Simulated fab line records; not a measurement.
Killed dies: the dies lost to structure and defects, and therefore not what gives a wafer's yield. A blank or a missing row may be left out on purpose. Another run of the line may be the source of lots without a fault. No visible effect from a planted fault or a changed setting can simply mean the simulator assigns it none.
fab line records | flow nandHarc
record lots=6 wafers=18 lastDay=25
route steps=1159 shown A_STAIRCASE@563 END@1159
lots with no fault: from the same line, run without faults
startH: hours from the record's opening day to when the first of the lot's shown wafers began | waitH: hours since the lot's step before | " the same as in the row above | L1.1+2: a single row standing in for several wafers | - either no value or no given start | * or withheld: withheld | < > ~ a bound
route shown NAME@n: names a module that has steps shown in the file, with the first one's number in the route | usual: mean and standard deviation over wafers with no fault | same: alike in all rows | chamber/n: place in a boat | sites: readings site by site | _std_site: the values' standard deviation | _edge_site: inner sites' mean taken away from outer sites' mean | radiusMm: how far each site lies from the wafer's centre | mask NAME#n: copy n | behind: the most recent tool/chamber to have shaped the wafer | hold: reason for holding the lot/hours on hold/outcome of the hold | device: the transistor (n, p or np) that didn't switch | end of line: the tests these same wafers got at the end of their route | a step without rows: its recipe alone | killed: not the wafer's yield, but the dies lost to structure and defects at the first sort | map: per-die view of a wafer (x killed, . not killed, _ where there is no die)
set.NAME: the setting the step ran with; set.NAME@STEP: the setting that earlier step ran with | model.NAME: the simulator's own value behind a step, which no gauge read
lots at selected steps of the route; one table per step, one row per wafer
services: the hour from which a tool's chamber was out of use, counted from the record's first day as startH (under 0 if before that day), plus the number of hours and why
## steps
# step NHARC_A_STAIRCASE_TRIM_26
# recipe timeS=211.2 o2FlowSccm=500 arFlowSccm=0 biasW=0 chemistry=O2
# usual drypumpMotorCurrentA=5.7/0.61 oesProductAu=1.004/0.013 rfVppV=57.6/0.94 showerheadPlenumPTorr=3.46/0.14 throttleValvePct=17.036/0.0089
# same timeS=211.2
# columns lot.wafer tool chamber startH waitH drypumpMotorCurrentA oesProductAu rfHoursCounterH rfVppV showerheadPlenumPTorr throttleValvePct
L904.2 rieDiel-07 1 - - 6.4 1.020 5 58.0 3.65 17.046
L904.6 " 2 " " 6.7 0.995 - 57.7 3.49 17.053
L904.5 " 3 " " 5.4 0.995 - 59.6 3.78 17.016
L911.4 rieDiel-11 0 - - 6.0 0.971 32 56.9 3.61 17.028
L911.3 " 1 " " 5.1 1.005 34 56.0 3.34 17.036
L911.5 " 0 " " 6.0 0.985 - 58.5 3.60 17.033
L914.1 rieDiel-11 1 - - 5.1 0.998 42 58.9 3.34 17.036
L914.5 " 0 " " 6.0 0.977 - 56.3 3.60 17.035
L914.6 " 1 " " 5.1 0.984 - 56.8 3.34 17.041
L921.3 rieDiel-07 1 - - 6.4 1.006 34 57.9 3.63 17.031
L921.4 " 3 " " 5.4 0.992 37 56.3 3.76 17.032
L921.6 " 1 " " 6.4 1.007 - 57.3 3.63 17.027
L920.1 rieDiel-01 1 - - 5.2 1.008 8 60.4 3.59 17.043
L920.6 " 1 " " 5.2 1.003 - 57.4 3.59 17.024
L920.5 " 2 " " 5.7 1.008 - 57.2 3.39 17.035
L924.3 rieDiel-01 0 - - 6.6 1.016 14 56.3 3.31 17.032
L924.1 " 1 " " 5.2 1.009 13 57.7 3.58 17.042
L924.5 " 0 " " 6.6 1.005 - 58.3 3.31 17.036
# step NHARC_A_STAIRCASE_ETCH_27
# recipe targetDepthA=1000 timeS=40.5 ionEnergyEv=400 c4f8FlowSccm=20 o2FlowSccm=10 arFlowSccm=withheld rfW=600 biasW=1000 chemistry=C4F8/O2
# usual oesProductAu=0.948/0.013 rfVppV=893/5.1
# same timeS=40.5
# columns lot.wafer tool chamber startH waitH oesProductAu rfHoursCounterH rfVppV
L904.2 rieDiel-07 1 - - 0.957 5 900
L904.5 " 1 " " 0.948 - 901
L904.6 " 2 " " 0.927 - 894
L911.3 rieDiel-11 3 - - 0.943 31 890
L911.4 " 0 " " 0.920 32 899
L911.5 " 2 " " 0.954 - 891
L914.1 rieDiel-11 3 - - 0.969 39 890
L914.6 " 3 " " 0.966 - 890
L914.5 " 0 " " 0.930 - 898
L921.3 rieDiel-07 3 - - 0.920 37 904
L921.4 " 1 " " 0.933 34 900
L921.6 " 2 " " 0.908 - 894
L920.1 rieDiel-01 2 - - 0.935 6 890
L920.5 " 2 " " 0.942 - 890
L920.6 " 3 " " 0.930 - 891
L924.1 rieDiel-01 2 - - 0.964 11 892
L924.3 " 0 " " 0.957 14 888
L924.5 " 2 " " 0.978 - 892
# step NHARC_A_STAIRCASE_STRIP_175
# recipe powerW=1500 tempC=250 chemistry=O2
# usual drypumpMotorCurrentA=5.7/0.4 heaterPowerW=310/47
# columns lot.wafer tool chamber startH waitH drypumpMotorCurrentA heaterPowerW rfHoursCounterH
L904.2 plasmaAsher-01 1 252.19 0.1 5.3 298 49
L904.6 " 1 " " 5.3 296 -
L904.5 " 0 " " 5.6 266 -
L911.4 plasmaAsher-02 1 285.10 0.3 5.4 327 -
L911.3 " 0 " " 6.4 361 -
L911.5 " 0 " " 6.4 378 -
L914.1 plasmaAsher-01 1 305.54 0.1 5.3 300 7
L914.5 " 1 " " 5.3 282 -
L914.6 " 0 " " 5.6 244 -
L921.4 plasmaAsher-02 0 348.33 0.2 6.4 385 -
L921.3 " 1 " " 5.4 335 -
L921.6 " 1 " " 5.4 332 -
L920.1 plasmaAsher-02 0 350.07 0.1 6.4 366 54
L920.5 " 0 " " 6.4 377 -
L920.6 " 1 " " 5.4 338 -
L924.1 plasmaAsher-01 0 360.79 0.1 5.6 238 24
L924.3 " 1 " " 5.4 286 -
L924.5 " 1 " " 5.4 295 -
# step NHARC_A_STAIRCASE_STRIP_148
# recipe timeS=900 tempC=130 chemistry=SPM
# step NHARC_A_STAIRCASE_PRECLEAN_149
# recipe timeS=* tempC=50 bathAgeMin=0 chemistry=SC1
# step NHARC_A_STAIRCASE_SRD_150
# step NHARC_A_STAIRCASE_DEHYDRATE_176
# recipe tempC=150 timeS=120
# step NHARC_A_STAIRCASE_HMDS_177
# recipe timeS=30
# step NHARC_A_STAIRCASE_COAT_178
# recipe spinRpm=1200
# step NHARC_A_STAIRCASE_SOFTBAKE_179
# recipe tempC=135 timeS=170
# step NHARC_A_STAIRCASE_EBR_180
# step NHARC_A_STAIRCASE_EXPOSE_181
# recipe na=0.5 doseMj=27.87 maskId=STAIR_2
# usual exposureDoseMJCm2=27.869/0.027
# columns lot.wafer tool chamber startH waitH mask exposureDoseMJCm2
L904.2 krfScanner-03 0 253.33 - STAIR_2#0 27.872
L904.5 " 0 " " STAIR_2#0 27.854
L904.6 " 0 " " STAIR_2#0 27.868
L911.3 krfScanner-02 0 286.15 - STAIR_2#0 27.860
L911.4 " 0 " " STAIR_2#0 27.852
L911.5 " 0 " " STAIR_2#0 27.883
L914.1 krfScanner-01 0 306.68 - STAIR_2#0 27.849
L914.5 " 0 " " STAIR_2#0 27.862
L914.6 " 0 " " STAIR_2#0 27.857
L921.3 krfScanner-02 0 349.38 - STAIR_2#0 36.753
L921.4 " 0 " " STAIR_2#0 36.779
L921.6 " 0 " " STAIR_2#0 36.733
L920.1 krfScanner-02 0 351.08 - STAIR_2#0 36.745
L920.5 " 0 " " STAIR_2#0 36.742
L920.6 " 0 " " STAIR_2#0 36.716
L924.1 krfScanner-01 0 361.81 - STAIR_2#0 27.891
L924.3 " 0 " " STAIR_2#0 27.924
L924.5 " 0 " " STAIR_2#0 27.940
# step NHARC_A_STAIRCASE_PEB_182
# recipe pebTempC=115 pebTimeS=130
# step NHARC_A_STAIRCASE_DEVELOP_183
# recipe timeS=140
# step NHARC_END_SORT_01
# recipe tempC=25
# usual killedAtArray=28/11 killedAtOther=0.7/0.88 killedAtPeriphery=3.1/2.2 killedDies=31/12 killedOpen=3.3/2 killedShort=2.0/1.6
# same grossDies=677
# columns lot.wafer tool chamber startH waitH killedAtArray killedAtOther killedAtPeriphery killedDies killedOpen killedShort
L904.2 prober-01 0 452.21 2.8 34 1 3 38 2 4
L904.5 prober-01 0 454.61 3.7 23 0 5 28 3 3
L904.6 prober-01 0 455.40 4.0 32 3 7 42 3 6
L911.3 prober-02 0 489.28 3.1 34 2 4 40 7 5
L911.4 prober-02 0 490.08 3.4 24 1 1 26 3 1
L911.5 prober-02 0 490.87 3.7 29 2 2 33 5 4
L914.1 prober-01 0 501.93 2.5 29 0 0 29 0 0
L914.5 prober-01 0 505.12 3.7 28 0 3 31 2 2
L914.6 prober-01 0 505.92 4.0 24 0 3 27 4 2
L920.1 prober-02 0 556.92 2.5 36 0 3 39 5 1
L920.5 prober-02 0 560.10 3.7 42 0 0 42 2 1
L920.6 prober-02 0 560.90 4.0 48 2 2 52 3 5
L921.3 prober-02 0 571.66 3.1 9 1 1 11 3 2
L921.4 prober-02 0 572.46 3.4 11 1 1 13 2 2
L921.6 prober-02 0 574.07 4.0 11 0 2 13 3 2
L924.1 prober-02 0 585.58 2.5 49 0 5 54 5 0
L924.3 prober-02 0 587.17 3.1 55 0 2 57 5 5
L924.5 prober-02 0 588.76 3.7 51 0 1 52 4 4
# killed by level:class
L904.2 A_SLIT:chamberFilmFlake=13 A_CHANNEL_HOLE_D1:chamberFilmFlake=10 A_CONTACT:chamberFilmFlake=4 A_STAIRCASE:chamberFilmFlake=2 P_CONTACT:geometricParticle:short=1 P_M0:geometricParticle:short=1 A_ONON_D1:geometricParticle:short=1 A_STAIRCASE:geometricParticle:open=1
L904.5 A_CHANNEL_HOLE_D1:chamberFilmFlake=12 A_SLIT:chamberFilmFlake=5 A_CONTACT:geometricParticle:open=2 P_ZERO_WELL:chamberFilmFlake=2 P_STI:geometricParticle:short=1 A_CHANNEL_FILL_D1:geometricParticle:open=1 A_WL_FILL:geometricParticle:short=1 A_BLC:geometricParticle:short=1
L904.6 A_CHANNEL_HOLE_D1:chamberFilmFlake=14 A_SLIT:chamberFilmFlake=8 THIN_TSV:chamberFilmFlake=3 A_CONTACT:chamberFilmFlake=3 P_STI:geometricParticle:open=2 A_ONON_D1:geometricParticle:short=2 P_M0:geometricParticle:short=1 A_CHANNEL_HOLE_D1:geometricParticle:short=1
L911.3 A_SLIT:chamberFilmFlake=15 A_BLC:chamberFilmFlake=6 A_STAIRCASE:chamberFilmFlake=3 P_M0:geometricParticle:open=2 A_WL_FILL:geometricParticle:open=2 A_M0:geometricParticle:short=2 STARTING-WAFER:geometricParticle:short=2 A_CHANNEL_HOLE_D1:chamberFilmFlake=2
L911.4 A_SLIT:chamberFilmFlake=9 A_WL_FILL:chamberFilmFlake=5 A_BLC:chamberFilmFlake=4 A_STAIRCASE:chamberFilmFlake=2 P_GATE:geometricParticle:open=1 A_ONON_D1:geometricParticle:short=1 A_STAIRCASE:geometricParticle:open=1 A_CONTACT:geometricParticle:open=1
L911.5 A_SLIT:chamberFilmFlake=11 A_STAIRCASE:chamberFilmFlake=6 A_CHANNEL_HOLE_D1:chamberFilmFlake=3 A_SOURCE_PLATE:geometricParticle:open=2 P_GATE:geometricParticle:short=1 A_CHANNEL_HOLE_D1:geometricParticle:short=1 A_SGD_CUT:geometricParticle:open=1 A_SGD_CUT:geometricParticle:short=1
L914.1 A_SLIT:chamberFilmFlake=13 A_STAIRCASE:chamberFilmFlake=8 A_CHANNEL_HOLE_D1:chamberFilmFlake=5 A_CONTACT:chamberFilmFlake=2 A_CHANNEL_FILL_D1:chamberFilmFlake=1
L914.5 A_SLIT:chamberFilmFlake=15 A_STAIRCASE:chamberFilmFlake=3 A_CONTACT:chamberFilmFlake=3 A_CHANNEL_HOLE_D1:chamberFilmFlake=2 A_WL_FILL:chamberFilmFlake=2 P_CONTACT:geometricParticle:open=1 A_CHANNEL_FILL_D1:geometricParticle:short=1 A_CONTACT:geometricParticle:open=1
L914.6 A_SLIT:chamberFilmFlake=8 A_CHANNEL_HOLE_D1:chamberFilmFlake=4 A_STAIRCASE:chamberFilmFlake=4 A_CONTACT:chamberFilmFlake=3 P_CONTACT:geometricParticle:open=2 P_GATE:geometricParticle:short=1 A_ONON_D1:geometricParticle:open=1 A_SGD_CUT:geometricParticle:open=1
L920.1 A_SLIT:chamberFilmFlake=13 A_CHANNEL_HOLE_D1:chamberFilmFlake=11 A_CHANNEL_FILL_D1:chamberFilmFlake=5 P_M1:geometricParticle:open=2 A_CONTACT:chamberFilmFlake=2 P_CONTACT:geometricParticle:open=1 A_ONON_D1:geometricParticle:open=1 A_WL_FILL:geometricParticle:short=1
L920.5 A_CHANNEL_HOLE_D1:chamberFilmFlake=20 A_SLIT:chamberFilmFlake=16 A_STAIRCASE:chamberFilmFlake=2 A_CHANNEL_FILL_D1:geometricParticle:open=1 A_STAIRCASE:geometricParticle:open=1 A_WL_FILL:geometricParticle:short=1 A_CONTACT:chamberFilmFlake=1
L920.6 A_CHANNEL_HOLE_D1:chamberFilmFlake=15 A_SLIT:chamberFilmFlake=15 A_CHANNEL_FILL_D1:chamberFilmFlake=3 A_STAIRCASE:chamberFilmFlake=3 A_CONTACT:chamberFilmFlake=3 A_ONON_D1:geometricParticle:short=2 A_WL_FILL:geometricParticle:short=2 P_GATE:chamberFilmFlake=2
L921.3 A_CHANNEL_HOLE_D1:chamberFilmFlake=4 A_WL_FILL:geometricParticle:short=2 P_GATE:geometricParticle:open=1 A_WL_FILL:geometricParticle:open=1 STARTING-WAFER:geometricParticle:open=1 A_CHANNEL_FILL_D1:chamberFilmFlake=1 A_STAIRCASE:chamberFilmFlake=1
L921.4 A_CHANNEL_HOLE_D1:chamberFilmFlake=5 A_SGD_CUT:geometricParticle:short=1 A_CONTACT:geometricParticle:open=1 A_BLC:geometricParticle:open=1 A_M1:geometricParticle:short=1 P_ZERO_WELL:chamberFilmFlake=1 A_STAIRCASE:chamberFilmFlake=1 A_WL_FILL:chamberFilmFlake=1
L921.6 A_CHANNEL_HOLE_D1:chamberFilmFlake=7 A_CONTACT:geometricParticle:open=2 P_M1:geometricParticle:open=1 A_CHANNEL_HOLE_D1:geometricParticle:short=1 A_WL_FILL:geometricParticle:short=1 P_STI:chamberFilmFlake=1
L924.1 A_CHANNEL_HOLE_D1:chamberFilmFlake=17 A_SLIT:chamberFilmFlake=11 A_STAIRCASE:chamberFilmFlake=6 A_CONTACT:chamberFilmFlake=5 P_STI:chamberFilmFlake=4 A_WL_FILL:geometricParticle:open=2 A_SGD_CUT:chamberFilmFlake=2 A_WL_FILL:chamberFilmFlake=2
L924.3 A_SLIT:chamberFilmFlake=18 A_CHANNEL_HOLE_D1:chamberFilmFlake=17 A_STAIRCASE:chamberFilmFlake=9 A_CONTACT:geometricParticle:open=3 A_CHANNEL_FILL_D1:geometricParticle:short=2 A_ONON_D1:geometricParticle:open=1 A_CHANNEL_FILL_D1:geometricParticle:open=1 A_SGD_CUT:geometricParticle:short=1
L924.5 A_CHANNEL_HOLE_D1:chamberFilmFlake=19 A_SLIT:chamberFilmFlake=11 A_STAIRCASE:chamberFilmFlake=10 A_CONTACT:chamberFilmFlake=4 A_CHANNEL_FILL_D1:geometricParticle:short=2 A_BLC:geometricParticle:open=2 P_M0:geometricParticle:open=1 A_WL_FILL:geometricParticle:short=1
## services
# columns tool chamber startH hours kind
rieDiel-11 2 228.09 10.0 repair
rieDiel-07 - 228.46 9.0 pm
rieDiel-07 0 228.46 9.0 ventCycle
rieDiel-07 1 228.46 9.0 ventCycle
rieDiel-07 2 228.46 9.0 ventCycle
rieDiel-07 3 228.46 9.0 ventCycle
rieDiel-01 - 228.51 2.2 repair
rieDiel-07 0 237.46 - clean
rieDiel-07 1 237.46 - clean
rieDiel-07 2 237.46 - clean
rieDiel-07 3 237.46 - clean
rieDiel-01 0 245.25 - clean
krfScanner-01 - 256.00 4.0 pm
rieDiel-01 1 261.53 5.9 repair
rieDiel-07 2 267.40 10.3 repair
plasmaAsher-01 - 276.25 9.0 pm
krfScanner-03 - 284.70 2.3 repair
krfScanner-03 - 293.69 0.6 repair
rieDiel-01 - 314.91 9.0 pm
krfScanner-01 - 317.43 4.7 repair
rieDiel-01 2 331.12 8.1 repair
rieDiel-07 - 335.76 2.1 repair
krfScanner-03 - 340.02 4.0 pm
plasmaAsher-02 - 360.00 9.0 pm
## key
firstSign step=NHARC_A_STAIRCASE_EXPOSE_181 reading=exposureDoseMJCm2 direction=up sigmas=99+ usual=27.869 struck=36.745
effect none on later readings
metAt NHARC_A_STAIRCASE_EXPOSE_181
struckWafers L920.1,L920.5,L920.6,L921.3,L921.4,L921.6
testerLeftOut L920,L921
onsetBetween 286.15 349.38
fault kind=processParameterDrift tool=krfScanner-02 chamber=- onsetH=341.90 steps=NHARC_A_STAIRCASE_EXPOSE_181 channel=doseMj offset=8.8848 shape=step actsIn=theseRecipesOnly stated=27.87
# testerLeftOut: of these lots the tester's yield and bins aren't shown, on N5 and GAA mostly nor the transistor test; their killed dies are dies lost to structure and defects alone, not to doping, threshold or leakage, so they don't give the yield
